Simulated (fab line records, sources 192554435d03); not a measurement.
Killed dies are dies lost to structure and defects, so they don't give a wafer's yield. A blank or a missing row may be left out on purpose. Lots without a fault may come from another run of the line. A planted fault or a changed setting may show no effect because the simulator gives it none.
Chamber matching | flow n5_finfet | N5_MOL_CONTACT_COAG_ETCH_65 on rie_diel-01: 4 sister chambers
The step etches underlayer in N2/H2, target depth 13 nm, time 10.4 s. 8 wafers are shown with their chamber, then 9 later ones without.

WAFERS WITH THEIR CHAMBER
wafer  | chamber | drypump_motor_current_A (A) | showerhead_plenum_p_Torr (Torr)
L078.1 | 2       | 6.4                         | 2.49
L078.2 | 0       | 6.1                         | 2.42
L079.5 | 2       | 6.4                         | 2.49
L084.2 | 1       | 5.3                         | 2.53
L084.4 | 1       | 5.3                         | 2.53
L086.1 | 0       | 6.1                         | 2.41
L086.3 | 3       | 5.7                         | 2.47
L086.4 | 3       | 5.8                         | 2.47

WAFERS WITHOUT THEIR CHAMBER
wafer  | drypump_motor_current_A (A) | showerhead_plenum_p_Torr (Torr)
L089.4 | 5.3                         | 2.52
L089.5 | 6.4                         | 2.49
L089.6 | 5.3                         | 2.52
L095.1 | 6.1                         | 2.40
L095.5 | 5.3                         | 2.52
L095.6 | 6.2                         | 2.40
L097.1 | 5.3                         | 2.51
L097.3 | 5.7                         | 2.47
L097.5 | 5.7                         | 2.47

WHICH CHAMBER EACH WENT THROUGH
wafer  | from the rows above | in truth
L089.4 | 1                   | 1
L089.5 | 2                   | 2
L089.6 | 1                   | 1
L095.1 | 0                   | 0
L095.5 | 1                   | 1
L095.6 | 0                   | 0
L097.1 | 1                   | 1
L097.3 | 3                   | 3
L097.5 | 3                   | 3
Placed correctly: 9 of 9. Can't be placed from these rows: 0. Placed wrongly: 0.
How it was worked out, from the rows above alone: a wafer's distance from a chamber is the root of the sum, over the readings, of the square of ((its reading less the chamber's mean) divided by the reading's scatter). The wafer belongs to the nearest chamber; if the next one is less than 2 further off, it can't be placed. A chamber's mean is the mean of its shown wafers. The scatter: the root of (the sum of the squares of (reading less its chamber's mean) over the shown wafers, divided by (wafers less chambers)).
